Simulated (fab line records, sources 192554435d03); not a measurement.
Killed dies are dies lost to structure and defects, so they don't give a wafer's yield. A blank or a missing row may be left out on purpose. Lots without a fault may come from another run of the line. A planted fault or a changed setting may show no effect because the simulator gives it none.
Chamber matching | flow n5_finfet | N5_SD_EPI_P_ETCHBACK_46 on rie_diel-04: 4 sister chambers
The step etches SiNx in CH3F/O2, stops on SiO2, target depth 17.5 nm. 4 wafers are shown with their chamber, then 12 later ones without.

WAFERS WITH THEIR CHAMBER
wafer  | chamber | showerhead_plenum_p_Torr (Torr)
L085.2 | 2       | 2.06
L088.5 | 0       | 2.09
L089.4 | 1       | 2.09
L089.6 | 3       | 1.97

WAFERS WITHOUT THEIR CHAMBER
wafer  | showerhead_plenum_p_Torr (Torr)
L090.1 | 1.97
L090.5 | 2.09
L090.6 | 2.08
L091.1 | 2.06
L091.2 | 2.08
L091.4 | 1.97
L094.4 | 1.96
L094.5 | 2.08
L094.6 | 2.08
L097.1 | 2.06
L097.3 | 1.96
L097.6 | 1.96

WHICH CHAMBER EACH WENT THROUGH
wafer  | from the rows above          | in truth
L090.1 | 3                            | 3
L090.5 | can't be placed: 0 or 1      | 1
L090.6 | can't be placed: 0 or 1 or 2 | 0
L091.1 | 2                            | 2
L091.2 | can't be placed: 0 or 1 or 2 | 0
L091.4 | 3                            | 3
L094.4 | 3                            | 3
L094.5 | can't be placed: 0 or 1 or 2 | 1
L094.6 | can't be placed: 0 or 1 or 2 | 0
L097.1 | 2                            | 2
L097.3 | 3                            | 3
L097.6 | 3                            | 3
Placed correctly: 7 of 12. Can't be placed from these rows: 5 (the true chamber is among the candidates in 5). Placed wrongly: 0.
How it was worked out, from the rows above alone: a wafer's distance from a chamber is the root of the sum, over the readings, of the square of ((its reading less the chamber's mean) divided by the reading's scatter). The wafer belongs to the nearest chamber; if the next one is less than 2 further off, it can't be placed. A chamber's mean is the mean of its shown wafers. The scatter: with one shown wafer a chamber, the root of the mean of the squares of how far each hidden wafer lies from its nearest shown one.
